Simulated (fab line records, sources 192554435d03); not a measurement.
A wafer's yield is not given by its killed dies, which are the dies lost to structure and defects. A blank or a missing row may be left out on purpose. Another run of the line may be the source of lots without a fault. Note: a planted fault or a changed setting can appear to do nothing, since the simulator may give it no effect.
What tool caused it? + flow n5-finfet + 24 wafers from 8 lots sampled at 6 of the route's 1938 steps

## WHAT THE GAUGES READ, wafer by wafer
N5_BEOL_M3_INSPECT_30: inspects for defects (brightfield). Usual: raw-defect-count at 461, with a standard deviation of 100.
| lot  | measured     | on                | raw-defect-count | flag |
|------|--------------|-------------------|------------------|------|
| L623 | day 7 01:24  | defect-inspect-01 | 413 371 364      |      |
| L624 | day 7 06:13  | defect-inspect-01 | 414 504 473      |      |
| L628 | day 8 13:39  | defect-inspect-01 | 407 516 535      |      |
| L631 | day 9 10:53  | defect-inspect-02 | 453 612 435      |      |
| L632 | day 9 10:56  | defect-inspect-01 | 793 642 580      |      |
| L634 | day 10 02:18 | defect-inspect-02 | 326 462 404      |      |
| L639 | day 11 05:36 | defect-inspect-01 | 404 540 524      |      |
| L641 | day 11 11:11 | defect-inspect-01 | 377 446 426      |      |

N5_BEOL_M4_RC_MEAS_101. Usual: DIBL_N 36.5 mV/V, standard deviation 1.8; DIBL_P 36.5 mV/V, standard deviation 2.1; IOFF_N 0.17 nA/um, standard deviation 0.031; IOFF_P 0.22 nA/um, standard deviation 0.036; ION_N 677 uA/um, standard deviation 11; ION_P 463 uA/um, standard deviation 8; SS_N 71.6 mV/dec, standard deviation 0.61; SS_P 73.3 mV/dec, standard deviation 0.63; VT_N 249 mV, standard deviation 3.1; VT_P -250 mV, standard deviation 3.3.
| lot  | measured     | on        | DIBL_N (mV/V)  | DIBL_P (mV/V)  | IOFF_N (nA/um) | IOFF_P (nA/um) | ION_N (uA/um) | ION_P (uA/um) | SS_N (mV/dec)  | SS_P (mV/dec)  | VT_N (mV)   | VT_P (mV)      | flag |
|------|--------------|-----------|----------------|----------------|----------------|----------------|---------------|---------------|----------------|----------------|-------------|----------------|------|
| L623 | day 7 22:33  | prober-02 | 33.8 35.2 33.9 | 32.6 34.7 32.7 | 0.12 0.15 0.13 | 0.15 0.20 0.16 | 655 672 659   | 446 457 447   | 71.0 71.0 70.7 | 72.9 73.3 71.9 | 253 248 253 | -257 -250 -255 |      |
| L624 | day 8 08:12  | prober-01 | 37.0 34.9 37.0 | 37.2 34.1 35.9 | 0.18 0.14 0.17 | 0.21 0.16 0.19 | 689 662 683   | 466 451 453   | 71.7 70.4 71.9 | 73.5 72.6 73.4 | 244 251 248 | -254 -255 -254 |      |
| L628 | day 9 10:14  | prober-01 | 38.5 34.7 36.1 | 38.5 34.7 35.5 | 0.21 0.14 0.15 | 0.26 0.20 0.20 | 694 681 679   | 476 468 469   | 72.0 71.0 71.7 | 73.7 72.8 73.1 | 242 250 250 | -245 -248 -249 |      |
| L631 | day 10 03:37 | prober-02 | 35.0 35.3 36.3 | 34.7 34.6 35.7 | 0.15 0.16 0.16 | 0.20 0.20 0.21 | 676 677 678   | 462 465 462   | 71.1 70.5 71.2 | 73.3 72.5 73.3 | 247 246 250 | -251 -251 -251 |      |
| L632 | day 10 03:55 | prober-01 | 35.8 34.3 36.0 | 36.4 34.1 36.2 | 0.17 0.15 0.17 | 0.23 0.21 0.24 | 672 671 672   | 466 465 467   | 71.5 70.8 71.8 | 73.6 72.8 74.1 | 248 246 248 | -248 -248 -245 |      |
| L634 | day 11 03:36 | prober-02 | 35.7 35.7 38.2 | 35.2 35.7 37.1 | 0.16 0.16 0.19 | 0.19 0.20 0.22 | 669 676 681   | 458 461 461   | 71.8 71.6 71.7 | 72.9 73.1 73.4 | 249 248 249 | -252 -251 -252 |      |
| L639 | day 12 07:37 | prober-01 | 36.3 35.7 38.1 | 36.7 34.7 38.7 | 0.15 0.13 0.18 | 0.20 0.17 0.23 | 667 663 690   | 456 460 463   | 71.2 70.9 71.9 | 72.9 72.3 73.2 | 251 252 249 | -250 -252 -249 |      |
| L641 | day 12 13:29 | prober-02 | 38.7 35.6 38.0 | 39.5 35.4 37.7 | 0.19 0.13 0.17 | 0.25 0.19 0.22 | 680 669 669   | 469 461 460   | 71.8 71.8 72.6 | 73.7 73.0 73.1 | 247 253 249 | -249 -252 -249 |      |

## TOOL THAT RAN EACH LOT (tool first, then ch and the chambers of the sampled wafers, then the start)
| lot  | N5_BEOL_M2_ANNEAL_51             | N5_BEOL_M3_ETCH_63                 | N5_BEOL_M3_STRIP_66                | N5_BEOL_M3_ETCH_41                            |
|------|----------------------------------|------------------------------------|------------------------------------|-----------------------------------------------|
| L623 | rtp-anneal-01 ch 0, day 6 22:49  | rie-diel-06 ch 2,3, day 7 00:35    | rie-diel-06 ch 2,3, day 7 00:44    | rie-diel-06 ch 0,1,2, day 7 22:33 or earlier  |
| L624 | rtp-anneal-01 ch 0, day 7 01:32  | rie-diel-02 ch 0,2,3, day 7 05:20  | rie-diel-02 ch 0,2,3, day 7 05:30  | rie-diel-02 ch 0,3, day 8 08:12 or earlier    |
| L628 | rtp-anneal-02 ch 0, day 8 09:10  | rie-diel-02 ch 1,2, day 8 11:47    | rie-diel-02 ch 1,2, day 8 11:57    | rie-diel-02 ch 0,2, day 9 10:14 or earlier    |
| L631 | rtp-anneal-02 ch 0, day 9 05:23  | rie-diel-01 ch 0,2,3, day 9 09:50  | rie-diel-01 ch 0,2,3, day 9 09:59  | rie-diel-01 ch 0,1,2, day 10 03:37 or earlier |
| L632 | rtp-anneal-01 ch 0, day 9 05:34  | rie-diel-02 ch 0,2,3, day 9 10:02  | rie-diel-02 ch 0,2,3, day 9 10:12  | rie-diel-06 ch 0,1, day 10 03:55 or earlier   |
| L634 | rtp-anneal-01 ch 0, day 9 23:55  | rie-diel-06 ch 0,2,3, day 10 01:31 | rie-diel-06 ch 0,2,3, day 10 01:40 | rie-diel-01 ch 0,1,2, day 11 03:36 or earlier |
| L639 | rtp-anneal-01 ch 0, day 11 02:47 | rie-diel-01 ch 0,2, day 11 04:49   | rie-diel-01 ch 0,2, day 11 04:58   | rie-diel-02 ch 0,1,3, day 12 07:37 or earlier |
| L641 | rtp-anneal-01 ch 0, day 11 08:28 | rie-diel-06 ch 1,2, day 11 10:17   | rie-diel-06 ch 1,2, day 11 10:26   | rie-diel-02 ch 0,1,2, day 12 13:29 or earlier |
- N5_BEOL_M2_ANNEAL_51: time 90 s.
- N5_BEOL_M3_ETCH_63: etches SiARC in CF4, target depth 15.6 nm, time 26 s.
- N5_BEOL_M3_STRIP_66: strips in CF4.
- N5_BEOL_M3_ETCH_41: etches SiCN in CH3F/O2, target depth 29.9 nm, time 52.5 s.

## WHAT THE TOOLS THEMSELVES READ (means of the sampled wafers that have a number; where no wafer has one, the mark that the record gives instead)
N5_BEOL_M2_ANNEAL_51. Usual: anneal-temp-c-max 225.99, standard deviation 0.29; wafer_temp_C_max 226.1, standard deviation 0.33.
| lot  | tool          | anneal-temp-c-max | wafer_temp_C_max | flag |
|------|---------------|-------------------|------------------|------|
| L623 | rtp-anneal-01 | 226.04            | 225.8            |      |
| L624 | rtp-anneal-01 | 226.27            | 225.8            |      |
| L628 | rtp-anneal-02 | 225.67            | 226.2            |      |
| L631 | rtp-anneal-02 | 225.66            | 226.5            |      |
| L632 | rtp-anneal-01 | 226.50            | 226.0            |      |
| L634 | rtp-anneal-01 | 226.08            | 226.3            |      |
| L639 | rtp-anneal-01 | 225.90            | 225.7            |      |
| L641 | rtp-anneal-01 | 226.15            | 226.1            |      |

N5_BEOL_M3_ETCH_63. Usual: value, then standard deviation, for each; bias-w 36.02 W / 0.1; drypump-motor-current-A 5.7 A / 0.43; etch-rf-on-time-s 26.0 s / 0.64; oes-product-au 0.65 a.u. / 0.079; rf-vpp-V 184.1 V / 1.1; showerhead-plenum-p-Torr 2.14 Torr / 0.069; throttle-valve-pct 15.62 % / 0.24.
| lot  | tool        | bias-w (W) | drypump-motor-current-A (A) | etch-rf-on-time-s (s) | oes-product-au (a.u.) | rf-vpp-V (V) | showerhead-plenum-p-Torr (Torr) | throttle-valve-pct (%) | flag |
|------|-------------|------------|-----------------------------|-----------------------|-----------------------|--------------|---------------------------------|------------------------|------|
| L623 | rie-diel-06 | 36.07      | 5.4                         | 25.2                  | 0.73                  | 185.3        | 2.20                            | 15.47                  |      |
| L624 | rie-diel-02 | 35.88      | 6.0                         | 26.2                  | 0.60                  | 183.3        | 2.12                            | 15.84                  |      |
| L628 | rie-diel-02 | 36.03      | 5.6                         | 26.0                  | 0.63                  | 184.6        | 2.16                            | 15.59                  |      |
| L631 | rie-diel-01 | 35.98      | 5.6                         | 25.7                  | 0.67                  | 184.9        | 2.18                            | 15.62                  |      |
| L632 | rie-diel-02 | 36.07      | 6.0                         | 26.6                  | 0.58                  | 183.1        | 2.11                            | 15.88                  |      |
| L634 | rie-diel-06 | 36.02      | 5.6                         | 25.2                  | 0.72                  | 183.8        | 2.16                            | 15.52                  |      |
| L639 | rie-diel-01 | 36.05      | 5.5                         | 25.6                  | 0.63                  | 184.0        | 2.14                            | 15.62                  |      |
| L641 | rie-diel-06 | 35.89      | 5.3                         | 26.0                  | 0.67                  | 183.8        | 2.18                            | 15.69                  |      |

N5_BEOL_M3_STRIP_66. Usual: drypump-motor-current-A 5.7 A, standard deviation 0.43; oes-product-au 0.76 a.u., standard deviation 0.087; rf-vpp-V 271.1 V, standard deviation 1.6; showerhead-plenum-p-Torr 1.79 Torr, standard deviation 0.059; throttle-valve-pct 13.60 %, standard deviation 0.25.
| lot  | tool        | drypump-motor-current-A (A) | oes-product-au (a.u.) | rf-vpp-V (V) | showerhead-plenum-p-Torr (Torr) | throttle-valve-pct (%) | flag |
|------|-------------|-----------------------------|-----------------------|--------------|---------------------------------|------------------------|------|
| L623 | rie-diel-06 | 5.4                         | 0.83                  | 271.7        | 1.83                            | 13.41                  |      |
| L624 | rie-diel-02 | 6.0                         | 0.70                  | 270.5        | 1.77                            | 13.84                  |      |
| L628 | rie-diel-02 | 5.6                         | 0.73                  | 271.8        | 1.81                            | 13.61                  |      |
| L631 | rie-diel-01 | 5.6                         | 0.77                  | 271.6        | 1.83                            | 13.60                  |      |
| L632 | rie-diel-02 | 6.0                         | 0.69                  | 270.3        | 1.77                            | 13.87                  |      |
| L634 | rie-diel-06 | 5.5                         | 0.83                  | 272.1        | 1.81                            | 13.47                  |      |
| L639 | rie-diel-01 | 5.5                         | 0.73                  | 271.6        | 1.79                            | 13.60                  |      |
| L641 | rie-diel-06 | 5.3                         | 0.78                  | 271.6        | 1.82                            | 13.62                  |      |

N5_BEOL_M3_ETCH_41. Usual: O2_flow_sccm 19.99 sccm, standard deviation 0.059; bias-w 75.01 W, standard deviation 0.21; drypump-motor-current-A 5.7 A, standard deviation 0.4; oes-product-au 0.78 a.u., standard deviation 0.096; rf-vpp-V 297.4 V, standard deviation 1.5; showerhead-plenum-p-Torr 2.01 Torr, standard deviation 0.062; throttle-valve-pct 16.33 %, standard deviation 0.25.
| lot  | tool        | O2_flow_sccm (sccm) | bias-w (W) | drypump-motor-current-A (A) | oes-product-au (a.u.) | rf-vpp-V (V) | showerhead-plenum-p-Torr (Torr) | throttle-valve-pct (%) | flag |
|------|-------------|---------------------|------------|-----------------------------|-----------------------|--------------|---------------------------------|------------------------|------|
| L623 | rie-diel-06 | 19.97               | 75.03      | 5.5                         | 0.70                  | 298.5        | 2.01                            | 16.45                  |      |
| L624 | rie-diel-02 | 20.00               | 75.08      | 6.2                         | 0.68                  | 296.5        | 1.95                            | 16.55                  |      |
| L628 | rie-diel-02 | 19.99               | 74.92      | 5.9                         | 0.70                  | 295.5        | 1.95                            | 16.74                  |      |
| L631 | rie-diel-01 | 19.96               | 75.10      | 5.8                         | 0.80                  | 298.1        | 1.99                            | 16.30                  |      |
| L632 | rie-diel-06 | 19.96               | 74.91      | 5.6                         | 0.76                  | 296.5        | 1.97                            | 16.25                  |      |
| L634 | rie-diel-01 | 19.98               | 75.17      | 5.8                         | 0.79                  | 297.5        | 1.99                            | 16.30                  |      |
| L639 | rie-diel-02 | 20.03               | 74.87      | 5.8                         | 0.79                  | 298.3        | 2.01                            | 16.36                  |      |
| L641 | rie-diel-02 | 19.96               | 75.13      | 5.6                         | 0.80                  | 297.2        | 2.03                            | 16.36                  |      |

## THE ANSWER, worked out from the rows above alone
Rule: a lot is off if the mean of its wafers that have a number lies more than 3 standard deviations from the usual mean. Also off: a lot with no number at a reading for which 4 or more lots have one. Where the step has rows for the other lots, those lots are counted as sound. The gauges are gone through in route order, then the tools' own readings, and for those a lot's mean is taken as printed above. At the first step where some lot is off, the reading lying furthest off is the one used; lots without a number count as furthest.
Across all readings shown, no lot is off: no conclusion can be drawn from this.

## WHAT WAS PUT IN BY THE SIMULATOR
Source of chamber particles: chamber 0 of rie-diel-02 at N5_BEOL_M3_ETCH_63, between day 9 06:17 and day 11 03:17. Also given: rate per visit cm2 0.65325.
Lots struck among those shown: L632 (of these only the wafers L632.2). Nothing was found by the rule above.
